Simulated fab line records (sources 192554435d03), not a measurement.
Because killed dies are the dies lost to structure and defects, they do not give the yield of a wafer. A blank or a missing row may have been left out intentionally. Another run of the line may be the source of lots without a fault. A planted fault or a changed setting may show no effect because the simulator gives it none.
Chamber matching | flow n5Finfet | N5_BEOL_M8_DESCUM_33 on rieDiel-02 has 4 sister chambers
The step chemistry O2, time 7 s. 14 wafers are shown with their chamber, then 7 later ones without.

== EACH WAFER AND ITS CHAMBER ==
wafer  | chamber | drypumpMotorCurrentA (A) | showerheadPlenumPTorr (Torr) | throttleValvePct (%)
L075.1 | 3       | 5.7                      | 2.06                         | 20.49
L075.3 | 0       | 6.4                      | 2.08                         | 20.25
L075.6 | 2       | 5.9                      | 2.17                         | 20.43
L076.1 | 2       | 5.9                      | 2.17                         | 20.45
L076.3 | 3       | 5.7                      | 2.06                         | 20.48
L076.4 | 1       | 6.6                      | 2.21                         | 20.20
L081.1 | 2       | 5.9                      | 2.16                         | 20.46
L081.2 | 0       | 6.4                      | 2.08                         | 20.26
L081.5 | 1       | 6.6                      | 2.20                         | 20.23
L086.1 | 0       | 6.3                      | 2.07                         | 20.28
L086.2 | 2       | 5.9                      | 2.16                         | 20.47
L086.3 | 3       | 5.7                      | 2.05                         | 20.12
L085.2 | 3       | 5.8                      | 2.05                         | 20.13
L085.4 | 1       | 6.6                      | 2.20                         | 20.25

SIGNATURES (averages over the wafers above)
reading               | chamber 0 | chamber 1 | chamber 2 | chamber 3 | scatter within a chamber
drypumpMotorCurrentA  | 6.367     | 6.600     | 5.900     | 5.725     | 0.0376
showerheadPlenumPTorr | 2.0767    | 2.2033    | 2.1650    | 2.0550    | 0.00577
throttleValvePct      | 20.2633   | 20.2267   | 20.4525   | 20.3050   | 0.115
Rule: for a wafer and a chamber, the distance is found by dividing, reading by reading, the gap between the wafer's reading and the chamber's mean by the reading's scatter, squaring, summing and taking the root. If the next closest chamber is less than 2 further off than the closest, the wafer can't be placed; otherwise it belongs to the closest. How the scatter is found: for the shown wafers, subtract from each reading the mean of its chamber, square and add these, divide the total by (wafers less chambers), then take the root.

== WAFERS WITHOUT THEIR CHAMBER ==
wafer  | drypumpMotorCurrentA (A) | showerheadPlenumPTorr (Torr) | throttleValvePct (%)
L085.6 | 5.9                      | 2.16                         | 20.48
L094.1 | 5.7                      | 2.05                         | 20.16
L094.3 | 6.6                      | 2.20                         | 20.27
L094.4 | 5.9                      | 2.16                         | 20.49
L097.2 | 5.7                      | 2.04                         | 20.16
L097.3 | 6.6                      | 2.19                         | 20.27
L097.4 | 5.8                      | 2.04                         | 20.18

== CHAMBER TAKEN BY EACH ==
wafer  | from the rows above | in truth
L085.6 | 2                   | 2
L094.1 | 3                   | 3
L094.3 | 1                   | 1
L094.4 | 2                   | 2
L097.2 | 3                   | 3
L097.3 | 1                   | 1
L097.4 | 3                   | 3
Placed correctly: 7 of 7. Left unplaced by these rows: 0. Wrongly placed: 0.
